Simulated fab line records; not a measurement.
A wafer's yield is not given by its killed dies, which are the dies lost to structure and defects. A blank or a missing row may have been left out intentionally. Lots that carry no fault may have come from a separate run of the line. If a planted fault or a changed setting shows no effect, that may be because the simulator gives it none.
Which tool was responsible?    flow nand_harc    13 lots, 37 wafers sampled, at 6 steps of a route of 1159

## WHAT THE GAUGES SHOWED, per wafer
NHARC_A_ONON_D1_THK_MEAS_30: measures by ellipsometry.
lot   measured      on             thk_nm (nm)
L572  day 8 17:20   film_metro-02  992 994 992
L571  day 8 17:14   film_metro-01  1002 1002 1004
L574  day 9 02:44   film_metro-02  1000 1001 1000
L573  day 9 02:44   film_metro-01  989 989 993
L576  day 9 02:40   film_metro-02  980 981 981
L575  day 9 07:07   film_metro-01  995 998 996
L579  day 10 02:11  film_metro-02  980 984 981
L581  day 11 07:23  film_metro-01  996 998 995
L585  day 11 23:59  film_metro-02  1004 1005 678
L584  day 11 23:56  film_metro-01  996 995 995
L587  day 12 03:22  film_metro-01  997 997 998
L586  day 12 03:23  film_metro-02  994 669
L591  day 13 04:19  film_metro-02  661 661

NHARC_A_CHANNEL_HOLE_D1_OVL_MEAS_11.
lot   measured      on          overlay_x_nm (nm)  overlay_y_nm (nm)
L572  day 8 21:14   overlay-02  1.0 0.9 1.0        -0.3 -0.5 -0.2
L571  day 8 20:38   overlay-01  0.1 0.2 0.2        0.1 -1.3 -1.0
L574  day 9 06:32   overlay-01  -1.1 -0.9 -1.3     -0.4 -0.1 -0.4
L573  day 9 06:22   overlay-02  1.1 1.1 1.2        -0.1 0.0 -0.5
L576  day 9 06:02   overlay-02  0.6 0.5 0.7        -0.1 -0.3 0.2
L575  day 9 10:27   overlay-01  -1.2 -0.4 -1.0     1.8 1.6 1.9
L579  day 10 06:31  overlay-02  0.8 0.1 0.5        -0.3 -0.4 -0.8
L581  day 11 11:50  overlay-02  0.7 0.3 1.5        -0.3 0.0 0.7
L585  day 12 03:43  overlay-02  -0.2 -0.3          -0.4 -0.6
L584  day 12 04:18  overlay-01  -0.3 0.1 -0.1      1.8 1.9 1.7
L587  day 12 06:58  overlay-01  1.0 1.3 1.0        -1.5 -1.0 -1.3
L586  day 12 07:28  overlay-02  -0.7               0.2

NHARC_END_SORT_01.
lot   measured      on         killed_at_array  killed_at_other  killed_at_periphery  killed_dies  killed_open  killed_short
L585  day 23 18:50  prober-01  16 34 674        0 0 0            3 1 3                19 35 677    2 2 5        2 2 3
L586  day 23 11:57  prober-02  28 670           0 1              5 6                  33 677       1 4          3 3
L591  day 24 20:41  prober-01  668 675          0 0              9 2                  677 677      6 3          3 2

## TOOL THAT RAN EACH LOT (tool first, then ch and the chambers of the sampled wafers, then the start)
lot   NHARC_A_ZERO_WELL_ETCH_13         NHARC_A_ONON_D1_DEP_28            NHARC_A_CHANNEL_HOLE_D1_DESCUM_15
L572  rie_si-01 ch 1,2, day 7 05:10     pecvd_onon-03 ch 0, day 8 16:53   rie_diel-13 ch 0,1, day 8 21:21
L571  rie_si-05 ch 1,2,3, day 7 05:47   pecvd_onon-04 ch 0, day 8 16:50   rie_diel-09 ch 1,2,3, day 8 20:44
L574  rie_si-01 ch 0,2,3, day 7 13:02   pecvd_onon-04 ch 0, day 9 02:21   rie_diel-13 ch 0,1,2, day 9 06:38
L573  rie_si-04 ch 0,1,3, day 7 17:38   pecvd_onon-02 ch 0, day 9 02:20   rie_diel-13 ch 0,1,3, day 9 06:29
L576  rie_si-01 ch 0,1,2, day 7 18:41   pecvd_onon-03 ch 0, day 9 02:10   rie_diel-05 ch 0,2,3, day 9 06:10
L575  rie_si-05 ch 0,2,3, day 7 19:21   pecvd_onon-04 ch 0, day 9 06:38   rie_diel-09 ch 0,1, day 9 10:33
L579  rie_si-04 ch 0,1,2, day 8 16:08   pecvd_onon-04 ch 0, day 10 01:44  rie_diel-09 ch 0,1,3, day 10 06:38
L581  rie_si-01 ch 0,1, day 9 20:07     pecvd_onon-02 ch 0, day 11 06:52  rie_diel-05 ch 0,2,3, day 11 11:57
L585  rie_si-05 ch 0,2,3, day 10 11:29  pecvd_onon-02 ch 0, day 11 23:31  rie_diel-09 ch 0,2, day 12 03:49
L584  rie_si-01 ch 0,1,2, day 10 11:59  pecvd_onon-03 ch 0, day 11 23:29  rie_diel-05 ch 0,1, day 12 04:23
L587  rie_si-05 ch 2,3, day 10 17:14    pecvd_onon-03 ch 0, day 12 02:52  rie_diel-05 ch 0,1,3, day 12 07:05
L586  rie_si-01 ch 1,3, day 10 18:10    pecvd_onon-02 ch 0, day 12 02:59  rie_diel-13 ch 3, day 12 07:34
L591  rie_si-01 ch 0,1, day 11 18:12    pecvd_onon-02 ch 0, day 13 04:00  -
- NHARC_A_ZERO_WELL_ETCH_13: etches the open film in HBr/Cl2, target depth 120 nm, time 40.1 s.
- NHARC_A_ONON_D1_DEP_28: target thk 1000 nm.
- NHARC_A_CHANNEL_HOLE_D1_DESCUM_15: chemistry O2, time 3 s.

## WHAT THE TOOLS THEMSELVES READ (means of the sampled wafers that have a number; where no wafer has one, the mark that the record gives instead)
NHARC_A_ZERO_WELL_ETCH_13.
lot   tool       chamber_pressure_mTorr (mTorr)  drypump_motor_current_A (A)  oes_product_au (a.u.)  rf_fwd_power_W (W)  throttle_valve_pct (%)
L572  rie_si-01  14.990                          6.1                          0.997                  393.0               26.411
L571  rie_si-05  15.013                          5.7                          0.990                  394.7               26.400
L574  rie_si-01  14.995                          6.0                          0.999                  392.3               26.411
L573  rie_si-04  15.004                          6.2                          1.005                  394.3               26.405
L576  rie_si-01  15.004                          5.9                          0.984                  393.1               26.401
L575  rie_si-05  15.006                          5.4                          0.996                  396.1               26.404
L579  rie_si-04  14.990                          6.1                          1.006                  394.6               26.415
L581  rie_si-01  15.005                          5.8                          0.986                  395.0               26.403
L585  rie_si-05  15.002                          5.4                          0.990                  395.5               26.405
L584  rie_si-01  15.005                          6.0                          0.996                  394.8               26.398
L587  rie_si-05  14.993                          5.8                          0.994                  396.3               26.407
L586  rie_si-01  14.998                          6.0                          0.996                  394.3               26.409
L591  rie_si-01  14.978                          5.8                          0.992                  394.3               26.407

NHARC_A_CHANNEL_HOLE_D1_DESCUM_15.
lot   tool         chamber_pressure_mTorr (mTorr)  drypump_motor_current_A (A)  oes_product_au (a.u.)  rf_vpp_V (V)  showerhead_plenum_p_Torr (Torr)  throttle_valve_pct (%)
L572  rie_diel-13  59.99                           6.1                          1.004                  58.0          1.93                             11.310
L571  rie_diel-09  59.93                           5.3                          1.015                  57.2          1.88                             11.314
L574  rie_diel-13  59.93                           5.6                          0.995                  57.1          1.94                             11.309
L573  rie_diel-13  59.99                           6.0                          0.998                  57.8          1.94                             11.301
L576  rie_diel-05  60.02                           5.7                          1.003                  57.9          1.97                             11.309
L575  rie_diel-09  60.02                           5.5                          1.003                  57.4          1.91                             11.309
L579  rie_diel-09  59.99                           5.2                          1.006                  58.4          1.95                             11.305
L581  rie_diel-05  59.98                           5.7                          1.001                  58.4          1.96                             11.295
L585  rie_diel-09  59.97                           5.2                          0.996                  58.1          1.94                             11.310
L584  rie_diel-05  59.97                           6.1                          1.012                  58.0          1.93                             11.306
L587  rie_diel-05  60.00                           5.9                          1.007                  58.6          1.94                             11.312
L586  rie_diel-13  59.92                           6.5                          1.000                  58.4          1.98                             11.318

## THE ANSWER, worked out from the rows above alone
Rule: the usual values come from the lots themselves. Put in order of their means at a reading, lots are off if they are a third of the lots or fewer, leave a main group of 4 or more, and stand apart from it by a gap of 3 or more times the standard deviation of the main group's means; of several such gaps the widest counts. A main group is skipped when, at the precision printed for the reading in the tables above, its means are all equal. Also off: a lot with no number at a reading for which 4 or more lots have one. The other lots that the step has rows for count as sound. Order of review: gauges by route order, followed by the tools' own readings, for which a lot's mean as printed above is used. The first step at which some lot is off is used, and at that step the reading that is off furthest; a lot without a number counts as furthest.
Off: L585, L586, L591, at NHARC_A_ONON_D1_THK_MEAS_30 (thk_nm). Main group: mean 993 nm, sd 6.9.
A tool fits if, at a process step before that reading, it ran every lot that is off, and no sound lot after the first of them. Those tools and the gauges at NHARC_A_ONON_D1_THK_MEAS_30 are tried in the same way. Undecided on this evidence; 2 tools fit (pecvd_onon-02 at NHARC_A_ONON_D1_DEP_28, film_metro-02 at NHARC_A_ONON_D1_THK_MEAS_30).

## WHAT THE SIMULATOR HAD INSERTED
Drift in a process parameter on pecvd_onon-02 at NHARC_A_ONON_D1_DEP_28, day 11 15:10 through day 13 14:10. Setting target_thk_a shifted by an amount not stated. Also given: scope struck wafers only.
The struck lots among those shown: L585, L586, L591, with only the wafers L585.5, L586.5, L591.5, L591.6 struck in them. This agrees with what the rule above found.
